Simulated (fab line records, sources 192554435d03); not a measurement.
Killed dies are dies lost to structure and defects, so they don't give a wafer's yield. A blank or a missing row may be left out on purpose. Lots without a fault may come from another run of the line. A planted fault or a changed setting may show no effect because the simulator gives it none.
fab line records | flow n5_finfet
record lots=14 wafers=38 last_day=18
route steps=1938 shown BEOL_M4@1106 BEOL_M5@1113
lots that met no fault: from a run of the same line without faults
start_h: hours from the record's first day to the start of the lot's first wafer shown | wait_h: hours since the lot's step before | " the same as in the row above | L1.1+2: a row that stands for several wafers | - no value, or no start given | * or withheld: withheld | < > ~ a bound
route shown NAME@n: a module of which the file shows steps, and the number in the route of the first | usual: mean/standard deviation of fault-free wafers | same: alike in all rows | chamber/n: place in a boat | sites: the reading at each site | _std_site: their standard deviation | _edge_site: outer sites' mean less inner sites' | radius_mm: how far each site lies from the wafer's centre | mask NAME#n: copy n | behind: the tool/chamber that last shaped the wafer | hold: why the lot was held/for how many hours/how that ended | device: the transistor (n, p or np) that didn't switch | end of line: the same wafers' tests at the end of the route | a step without rows: its recipe alone | killed: dies lost to structure and defects at the first sort, not the wafer's yield | map: a wafer's dies, x killed, . not, _ none there
set.NAME: the setting as run; set.NAME@STEP: as run at that earlier step | model.NAME: the simulator's own value behind a step, which no gauge read
steps of the route over a sample of lots; a table a step, a row a wafer
services: from which hour (start_h, from the record's first day; less than 0 if before it) a tool's chamber was out of use, for how many hours, and why
## steps
# step N5_BEOL_M4_CO_CAP_55
# recipe material=Co target_thk_a=20 temp_c=200 precursor=CCTBA/H2 pressure_torr=30 time_s=102.1
# usual heater_power_w=229/15 susceptor_temp_C=200.00/0.17
# columns lot.wafer tool chamber start_h wait_h heater_power_w susceptor_temp_C
L826.2 cvd_co-01 0 180.24 0.0 217 199.89
L826.5 " 1 " " 219 200.10
L827.1 cvd_co-02 1 185.82 0.0 250 200.03
L827.6 " 0 " " 232 199.99
L829.1 cvd_co-01 2 197.68 0.0 225 200.03
L829.6 " 0 " " 212 199.94
L832.3 cvd_co-02 2 218.95 0.0 219 199.84
L832.4 " 0 " " 232 199.77
L832.5 " 2 " " 218 199.94
L834.1 cvd_co-01 2 224.23 0.0 222 199.88
L834.5 " 2 " " 225 199.88
L834.6 " 0 " " 214 200.05
L835.2 cvd_co-01 0 236.85 0.0 212 199.72
L835.3 " 1 " " 213 200.28
L835.4 " 1 " " 216 199.90
L841.1 cvd_co-02 2 267.69 0.0 223 199.93
L841.4 " 0 " " 238 200.13
L841.6 " 1 " " 259 199.68
L843.1 cvd_co-02 2 287.15 0.0 220 199.92
L843.6 " 1 " " 267 199.81
L846.1 cvd_co-02 2 291.96 0.0 223 200.09
L846.2 " 0 " " 241 200.01
L846.5 " 0 " " 234 200.05
L844.1 cvd_co-01 2 292.12 0.0 226 200.10
L844.4 " 1 " " 222 199.93
L844.6 " 0 " " 220 199.99
L845.3 cvd_co-01 0 296.70 0.0 217 200.35
L845.4 " 1 " " 220 199.92
L845.5 " 2 " " 226 199.92
L848.1 cvd_co-02 2 297.05 0.0 220 199.82
L848.2 " 0 " " 235 200.20
L848.6 " 1 " " 253 200.13
L847.1 cvd_co-01 1 312.14 0.0 217 200.00
L847.2 " 2 " " 227 200.27
L847.5 " 0 " " 218 200.00
L849.1 cvd_co-02 2 318.22 0.0 227 199.90
L849.3 " 0 " " 232 199.76
L849.5 " 0 " " 236 199.91
# step N5_BEOL_M5_CURE_79
# recipe temp_c=385 time_s=240 ambient=He/Ar material=SiCOH_lowk
# usual lamp_power_pct=52.31/0.058 wafer_temp_C_max=386.5/0.56
# columns lot.wafer tool chamber start_h wait_h lamp_power_pct wafer_temp_C_max
L826.2 uv_cure-02 2 181.67 0.2 52.17 386.3
L826.5 " 2 " " 52.31 386.2
L827.1 uv_cure-02 1 187.09 0.0 52.22 386.3
L827.6 " 1 " " 52.30 385.9
L829.1 uv_cure-01 0 199.03 0.1 52.33 386.9
L829.6 " 0 " " 52.27 385.9
L832.3 uv_cure-02 1 220.37 0.2 52.25 386.2
L832.4 " 1 " " 52.19 386.0
L832.5 " 1 " " 52.31 385.7
L834.1 uv_cure-03 1 225.53 0.0 52.39 386.4
L834.5 " 1 " " 52.29 386.3
L834.6 " 1 " " 52.34 386.1
L835.2 uv_cure-02 2 238.18 0.1 52.41 386.4
L835.3 " 2 " " 52.24 386.1
L835.4 " 2 " " 52.31 385.5
L841.1 uv_cure-01 1 268.95 0.0 52.41 386.9
L841.4 " 1 " " 52.26 387.5
L841.6 " 1 " " 52.29 386.9
L843.1 uv_cure-01 1 288.77 0.0 52.30 386.7
L843.6 " 1 " " 52.42 386.6
L846.1 uv_cure-01 2 293.22 0.0 52.32 386.9
L846.2 " 2 " " 52.32 387.5
L846.5 " 2 " " 52.23 387.4
L844.1 uv_cure-03 1 293.52 0.2 52.24 386.0
L844.4 " 1 " " 52.39 386.1
L844.6 " 1 " " 52.40 385.9
L845.3 uv_cure-01 0 298.27 0.4 52.27 386.1
L845.4 " 0 " " 52.36 386.0
L845.5 " 0 " " 52.23 386.7
L848.1 uv_cure-02 1 298.32 0.0 52.26 386.1
L848.2 " 1 " " 52.43 386.1
L848.6 " 1 " " 52.30 386.3
L847.1 uv_cure-01 1 313.40 0.0 52.32 386.4
L847.2 " 1 " " 52.24 387.8
L847.5 " 1 " " 52.36 387.2
L849.1 uv_cure-01 1 319.47 0.0 52.23 387.1
L849.3 " 1 " " 52.23 387.0
L849.5 " 1 " " 52.41 386.6
# step N5_BEOL_M5_THK_MEAS_01
# recipe reads=SiCOH_lowk_of_BEOL_M5_ILD_DEP_00
# usual M5_ILD_THK=120.5/1.9
# columns lot.wafer tool chamber start_h wait_h M5_ILD_THK[nm]
L826.2 film_metro-02 - 182.10 0.4 118.9
L826.5 " - " " 122.8
L827.1 film_metro-01 - 187.61 0.4 119.0
L827.6 " - " " 119.3
L829.1 film_metro-01 - 199.54 0.4 120.2
L829.6 " - " " 122.2
L832.3 film_metro-02 - 220.72 0.3 119.9
L832.4 " - " " 124.6
L832.5 " - " " 122.2
L834.1 film_metro-02 - 226.04 0.4 121.4
L834.5 " - " " 120.8
L834.6 " - " " 122.4
L835.2 film_metro-02 - 238.90 0.6 117.6
L835.3 " - " " 118.4
L835.4 " - " " 120.2
L841.1 film_metro-02 - 269.46 0.4 119.4
L841.4 " - " " 118.6
L841.6 " - " " 120.4
L843.1 film_metro-01 - 289.30 0.4 122.4
L843.6 " - " " 122.5
L846.1 film_metro-02 - 293.73 0.4 119.2
L846.2 " - " " 118.9
L846.5 " - " " 120.7
L844.1 film_metro-01 - 294.05 0.4 120.0
L844.4 " - " " 122.1
L844.6 " - " " 123.3
L848.1 film_metro-02 - 298.83 0.4 118.5
L848.2 " - " " 120.8
L848.6 " - " " 120.7
L845.3 film_metro-01 - 298.95 0.5 120.0
L845.4 " - " " 123.1
L845.5 " - " " 124.0
L847.1 film_metro-02 - 313.92 0.4 120.6
L847.2 " - " " 121.3
L847.5 " - " " 121.5
L849.1 film_metro-02 - 319.99 0.4 120.0
L849.3 " - " " 122.1
L849.5 " - " " 123.6
# step N5_BEOL_M5_EXPOSE_08
# recipe mask_id=M5 na=0.33 source_shape=annular sigma_inner=0.4 sigma_outer=0.8 polarization=unpolarized target_cd_nm=28 dose_mj=35.75
# usual exposure_dose_mJ_cm2=35.66/0.037 focus_offset_nm=0.0/0.48
# columns lot.wafer tool chamber start_h wait_h mask exposure_dose_mJ_cm2 focus_offset_nm
L826.2 euv_scanner-02 0 182.62 - M5#0 35.63 0.1
L826.5 " 0 " " M5#0 35.65 -0.7
L827.1 euv_scanner-01 0 189.39 - M5#0 35.65 -0.7
L827.6 " 0 " " M5#0 35.67 -0.2
L829.1 euv_scanner-02 0 200.97 - M5#0 35.63 -0.2
L829.6 " 0 " " M5#0 35.66 -0.8
L832.3 euv_scanner-01 0 221.58 - M5#0 35.62 0.5
L832.4 " 0 " " M5#0 35.66 1.0
L832.5 " 0 " " M5#0 35.66 0.6
L834.1 euv_scanner-02 - 226.42 - M5#0 - -
L834.5 " - " " M5#0 - -
L834.6 " - " " M5#0 - -
L835.2 euv_scanner-01 - 241.23 - M5#0 - -
L835.3 " - " " M5#0 - -
L835.4 " - " " M5#0 - -
L841.1 euv_scanner-01 0 270.34 - M5#0 35.60 -0.6
L841.4 " 0 " " M5#0 35.62 0.1
L841.6 " 0 " " M5#0 35.57 -0.3
L843.1 euv_scanner-02 0 292.13 - M5#0 35.70 0.1
L843.6 " 0 " " M5#0 35.68 0.3
L846.1 euv_scanner-02 0 296.34 - M5#0 35.68 0.1
L846.2 " 0 " " M5#0 35.68 0.2
L846.5 " 0 " " M5#0 35.72 -0.3
L844.1 euv_scanner-02 0 296.44 - M5#0 35.69 0.3
L844.4 " 0 " " M5#0 35.73 0.1
L844.6 " 0 " " M5#0 35.66 0.2
L848.1 euv_scanner-01 0 299.81 - M5#0 35.61 0.1
L848.2 " 0 " " M5#0 35.61 -0.1
L848.6 " 0 " " M5#0 35.59 -0.4
L845.3 euv_scanner-02 0 299.99 - M5#0 35.65 1.1
L845.4 " 0 " " M5#0 35.65 -0.1
L845.5 " 0 " " M5#0 35.65 0.6
L847.1 euv_scanner-02 0 314.85 - M5#0 35.67 -0.2
L847.2 " 0 " " M5#0 35.71 0.0
L847.5 " 0 " " M5#0 35.68 -0.1
L849.1 euv_scanner-02 0 320.67 - M5#0 35.60 -0.8
L849.3 " 0 " " M5#0 35.68 0.3
L849.5 " 0 " " M5#0 35.69 -0.3
## services
# columns tool chamber start_h hours kind
uv_cure-01 - 186.64 3.0 repair
uv_cure-02 - 198.49 0.7 repair
euv_scanner-02 0 203.20 - calibration
euv_scanner-01 - 208.98 1.0 pm
uv_cure-01 - 211.36 3.4 pm
euv_scanner-02 - 211.96 1.0 pm
euv_scanner-01 - 212.97 4.6 pm
euv_scanner-02 - 227.91 5.8 pm
uv_cure-03 - 245.83 0.7 repair
uv_cure-02 - 251.43 5.2 repair
euv_scanner-01 - 265.13 1.0 pm
uv_cure-03 - 266.58 0.9 repair
euv_scanner-02 - 268.14 1.0 pm
euv_scanner-02 - 273.51 4.6 pm
euv_scanner-01 - 307.83 2.1 repair
euv_scanner-01 - 315.23 1.0 repair
euv_scanner-01 - 319.47 2.1 repair
## key
first_sign step=N5_BEOL_M5_EXPOSE_08 reading=tool_record direction=missing
effect none on later readings
met_at N5_BEOL_M5_EXPOSE_08
struck_lots L834,L835
later_rows_left_out L834.1,L834.5,L834.6,L835.2,L835.3,L835.4
sort_left_out L834.1,L834.5,L834.6,L835.2,L835.3,L835.4
not_acting_at N5_BEOL_M4_CO_CAP_55,N5_BEOL_M5_CURE_79,N5_BEOL_M5_THK_MEAS_01
onset_between 221.58 226.42
fault kind=skipped_step_whole tool=euv_scanner-01,euv_scanner-02 chamber=- onset_h=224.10 steps=N5_BEOL_M5_EXPOSE_08 scope=struck_lots_only
# sort_left_out: the simulated sort isn't trusted on such a fault, so these wafers' sort isn't shown, and their yield isn't known
# later_rows_left_out: the simulator's readings of these wafers behind a module that went badly wrong aren't trusted and aren't shown, but for the sort
